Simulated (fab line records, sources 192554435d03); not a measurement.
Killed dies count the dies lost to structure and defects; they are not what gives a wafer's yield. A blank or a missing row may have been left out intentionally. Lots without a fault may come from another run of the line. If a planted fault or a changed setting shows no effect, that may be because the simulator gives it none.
Split-lot study ; flow n5 finfet ; on a route of 1938 steps: 7 lots, 21 wafers read

## ON THE SPLIT
At N5_MIM_TOP_LITHO_EXPOSE_05 (exposes mask MIM TOP, target cd 2000 nm), the setting dose mj was moved away from the recipe's 20.5 on 8 of the 21 wafers read, by -4.6% to +6.1%. This setting was run at the recipe's value on the other wafers.

## FROM THE SPLIT TO THE READING: what the file shows between them, 3 steps
- N5_MIM_TOP_LITHO_PEB_06
- N5_MIM_TOP_LITHO_DEVELOP_07: develop time 60 s
- N5_MIM_TOP_LITHO_HARDBAKE_09: time 120 s

## THE READING
cd nm at N5_MIM_TOP_LITHO_CD_MEAS_08, given in nm (cd target 2000 nm). Typical for fault-free wafers on this fab line: 2000.2 nm, with standard deviation 2.6 nm.

wafer;tool, chamber at the split;dose mj as run;against the recipe;cd nm, nm;against lot-mates on the recipe
L083.1;krf scanner-02, 0;21.75;+6.1%;1990.6;-9.9
L083.3;krf scanner-02, 0;20.5;recipe;2000.5;-
L083.4;krf scanner-02, 0;21.75;+6.1%;1994.2;-6.3
L085.2;krf scanner-02, 0;20.5;recipe;2003.9;-
L085.3;krf scanner-02, 0;20.5;recipe;1998.5;-
L085.6;krf scanner-02, 0;20.5;recipe;1999.1;-
L089.4;krf scanner-01, 0;20.5;recipe;2001.6;-
L089.5;krf scanner-01, 0;21.15;+3.2%;1995.6;-6.0
L089.6;krf scanner-01, 0;21.15;+3.2%;1997.1;-4.5
L092.1;krf scanner-01, 0;20.5;recipe;2001.6;-
L092.2;krf scanner-01, 0;20.5;recipe;1998.9;-
L092.5;krf scanner-01, 0;20.5;recipe;2000.0;-
L094.1;krf scanner-01, 0;21.57;+5.2%;1989.9;-10.8
L094.4;krf scanner-01, 0;21.57;+5.2%;1988.3;-12.4
L094.5;krf scanner-01, 0;20.5;recipe;2000.7;-
L090.1;krf scanner-01, 0;20.5;recipe;2000.1;-
L090.2;krf scanner-01, 0;20.5;recipe;2003.4;-
L090.5;krf scanner-01, 0;21.41;+4.4%;1992.9;-8.8
L095.2;krf scanner-01, 0;20.5;recipe;2002.0;-
L095.4;krf scanner-01, 0;19.56;-4.6%;2008.3;+5.3
L095.6;krf scanner-01, 0;20.5;recipe;2004.0;-

THE FIT
A straight line over all 21 wafers: cd nm changes by -1.73 nm for each +1% of dose mj; r = -0.92; the points scatter about the line by 2 nm.
The same after taking each lot's own level away (the mean of its wafers on the recipe; 21 wafers): -1.62 nm for each +1%; r = -0.92; scatter 1.9 nm.
On that fit, the largest move of dose mj shifts the reading by 9.9 nm.
The span of the lots' own levels, 2000.17 to 2003.00 nm, comes to 1.1 times the standard deviation stated above.
The two slopes agree, so the slope changes little with the lot-to-lot level.
Check: with one of the wafers moved furthest among these (+6.1%) left out of the fit, the line predicts -10.3 nm for it against its lot-mates. It came out at -9.9 nm against them.

## FURTHER SPLITS ON THESE WAFERS
These wafers also went through other splits before the reading. Each is held against what the fit with the lots' levels taken away leaves over:
other split on the same wafers;wafers away from the commonest value;r with cd nm (lot level and that fit taken away)
N5_BEOL_M13_ILD_DEP_00 time s;7;+0.56
N5_BEOL_M14_ILD_DEP_00 time s;6;+0.03
N5_BEOL_M14_PEB_08 peb temp c;3;+0.06
N5_BEOL_M15_ETCH_61 time s;6;+0.22

## THE WHOLE CHAIN: every reading that the file lists as answering this split, in the file's order
step;what it does;reading;change (the file's fit);r (the file's)
N5_MIM_TOP_LITHO_CD_MEAS_08;target cd 2000 nm;cd nm;-1.65 nm for each +1% of the setting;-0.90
N5_MIM_TOP_LITHO_DESCUM_10;chemistry O2, time 7.9 s;MIM_TOP_LITHO.cd nm (the simulator's own value, which no gauge read);-1.55 nm for each +1% of the setting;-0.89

## FILE'S OWN FIT
cd nm changes by -1.65 nm for each +1% of dose mj, r = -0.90.
